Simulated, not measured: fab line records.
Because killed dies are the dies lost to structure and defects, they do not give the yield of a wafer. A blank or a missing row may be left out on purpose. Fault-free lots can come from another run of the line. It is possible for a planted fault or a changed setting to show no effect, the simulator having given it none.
One fault through the eyes of 3 desks + flow n5Finfet + every desk sees just its own numbers, and what lay behind them comes last

## AT THE TOOL OWNER'S DESK: lithoTrack-03
The tool's own readings at N5_BEOL_M13_COAT_65 (time 60 s, resist thk 350 nm): means of the sampled wafers that have a number, for each lot that ran on this tool. A lot is out of limits, marked OUT, if its mean lies more than 4 standard deviations from the usual mean; the brackets give that distance.
Columns: A = exhaustPa at N5_BEOL_M13_COAT_65, usual 44.9 Pa; B = heaterPowerTotalW at N5_BEOL_M13_COAT_65, usual 500.5 W; C = plateTempC at N5_BEOL_M13_COAT_65, usual 249.96 C
| lot  | first seen here | A    | B               | C                |
|------|-----------------|------|-----------------|------------------|
| L610 | day 13 11:17    | 44.7 | 501.6           | 250.01           |
| L621 | day 16 11:44    | 44.6 | 459.7 (-23) OUT | 232.50 (-97) OUT |
| L622 | day 17 10:37    | 44.9 | 457.7 (-24) OUT | 232.56 (-97) OUT |
Finding of this desk: L621, L622 out of limits; the first was L621 at day 16 11:44, on heaterPowerTotalW at N5_BEOL_M13_COAT_65. Within limits: L610.

## THE METROLOGY DESK
What the gauges read for every lot (on any tool): the sampled wafers with a number, averaged. A lot is out of limits, marked OUT, if its mean lies more than 4 standard deviations from the usual mean; the brackets give that distance.
Columns: A = cdNm at N5_BEOL_M13_CD_MEAS_10, usual 191.5 nm; B = V12_OVL at N5_BEOL_M13_OVL_MEAS_11, usual -4 nm; C = cdNm at N5_BEOL_M13_CD_MEAS_17, usual 191.7 nm
| lot  | first seen here | A     | B   | C     |
|------|-----------------|-------|-----|-------|
| L611 | day 13 10:19    | 190.6 | -3  | 190.9 |
| L610 | day 13 10:29    | 191.5 | -11 | 191.1 |
| L621 | day 16 11:05    | 191.4 | 1   | 192.6 |
| L626 | day 17 09:25    | 190.9 | -3  | 191.8 |
| L622 | day 17 09:58    | 190.1 | -5  | 192.0 |
| L627 | day 17 17:41    | 189.5 | -7  | 189.3 |
Finding of this desk: none of the 6 lots has anything out of limits.

## THE DEFECT DESK
Counts from the inspections along the route, per lot, as means over the sampled wafers that have a number. A lot is out of limits, marked OUT, if its mean lies more than 4 standard deviations from the usual mean; the brackets give that distance.
Columns: A = rawDefectCount at N5_BEOL_M13_INSPECT_12, usual 2.0
| lot  | first seen here | A   |
|------|-----------------|-----|
| L611 | day 13 10:22    | 3.7 |
| L610 | day 13 10:32    | 1.7 |
| L621 | day 16 11:08    | 1.7 |
| L626 | day 17 09:28    | 2.0 |
| L622 | day 17 10:01    | 1.3 |
| L627 | day 17 17:44    | 1.7 |
Finding of this desk: none of the 6 lots has anything out of limits.

## BROUGHT TOGETHER
The tool owner's desk could have raised an alarm at day 16 11:44, on L621, L622.
At the metrology desk, nothing out of limits was observed.
No out-of-limits result turned up at the defect desk.
The metrology desk has L621, L622 on record, within its limits.
The defect desk has L621, L622 on record, within its limits.
Every lot named ran N5_BEOL_M13_COAT_65 on lithoTrack-03.

## WHAT THE SIMULATOR HAD PUT IN
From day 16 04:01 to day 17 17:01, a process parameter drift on lithoTrack-03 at N5_BEOL_M13_COAT_65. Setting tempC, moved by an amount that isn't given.
Shown lots that were struck: L621, L622.
Each desk's first reading out of limits, in hours after the fault started: the tool owner's desk, 8.
